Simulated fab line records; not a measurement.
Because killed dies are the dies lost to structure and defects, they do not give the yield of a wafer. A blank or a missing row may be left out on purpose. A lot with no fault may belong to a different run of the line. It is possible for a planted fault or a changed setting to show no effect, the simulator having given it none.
Matching of chambers | flow nand harc | NHARC_P_CONTACT_ETCH_35 on rie diel-06: 4 sister chambers
The step etches the open film in CF4, target depth 39 nm, time 65 s. 18 wafers are shown with their chamber, then 9 later ones without.

## EACH WAFER AND ITS CHAMBER
wafer  | chamber | showerhead plenum p Torr (Torr) | drypump motor current A (A) | oes product au (a.u.)
L079.1 | 1       | 1.68                            | 4.7                         | 1.040
L079.2 | 2       | 1.69                            | 5.7                         | 0.984
L079.4 | 3       | 1.78                            | 6.1                         | 1.002
L081.1 | 1       | 1.68                            | 4.7                         | 1.037
L081.2 | 2       | 1.69                            | 5.7                         | 0.993
L081.3 | 0       | 1.82                            | 5.4                         | 1.021
L083.2 | 1       | 1.68                            | 4.7                         | 1.044
L083.5 | 3       | 1.78                            | 6.2                         | 0.990
L083.6 | 2       | 1.69                            | 5.7                         | 0.980
L086.2 | 0       | 1.82                            | 5.4                         | 1.015
L086.5 | 2       | 1.69                            | 5.7                         | 0.977
L086.6 | 0       | 1.82                            | 5.4                         | 1.007
L090.1 | 1       | 1.68                            | 4.7                         | 1.028
L090.2 | 0       | 1.82                            | 5.4                         | 1.011
L090.3 | 3       | 1.78                            | 6.1                         | 0.992
L091.1 | 3       | 1.77                            | 6.1                         | 1.002
L091.2 | 2       | 1.69                            | 5.7                         | 0.983
L091.3 | 0       | 1.82                            | 5.3                         | 0.995

SIGNATURES, as means of the wafers listed above
reading                  | chamber 0 | chamber 1 | chamber 2 | chamber 3 | scatter within a chamber
showerhead plenum p Torr | 1.8200    | 1.6800    | 1.6900    | 1.7775    | 0.00231
drypump motor current A  | 5.380     | 4.700     | 5.700     | 6.125     | 0.0333
oes product au           | 1.00980   | 1.03725   | 0.98340   | 0.99650   | 0.0075
Rule: a wafer lies at a distance from a chamber equal to the root of the sum of squares, over the readings, of (its reading less the chamber's mean, divided by the reading's scatter). The wafer belongs to the nearest chamber; if the next one is less than 2 further off, it can't be placed. The scatter: the root of (the sum of the squares of (reading less its chamber's mean) over the shown wafers, divided by (wafers less chambers)).

## WAFERS WITH NO CHAMBER GIVEN
wafer  | showerhead plenum p Torr (Torr) | drypump motor current A (A) | oes product au (a.u.)
L094.1 | 1.82                            | 5.4                         | 1.002
L094.3 | 1.77                            | 6.1                         | 1.014
L094.5 | 1.68                            | 4.7                         | 1.019
L096.1 | 1.77                            | 6.1                         | 1.006
L096.3 | 1.82                            | 5.4                         | 1.002
L096.4 | 1.68                            | 4.8                         | 1.009
L097.2 | 1.69                            | 5.7                         | 0.968
L097.5 | 1.68                            | 4.7                         | 1.005
L097.6 | 1.82                            | 5.4                         | 1.003

## CHAMBER TAKEN BY EACH
wafer  | from the rows above | in truth
L094.1 | 0                   | 0
L094.3 | 3                   | 3
L094.5 | 1                   | 1
L096.1 | 3                   | 3
L096.3 | 0                   | 0
L096.4 | 1                   | 1
L097.2 | 2                   | 2
L097.5 | 1                   | 1
L097.6 | 0                   | 0
9 of 9 placed correctly. Left unplaced by these rows: 0. Wrongly placed: 0.
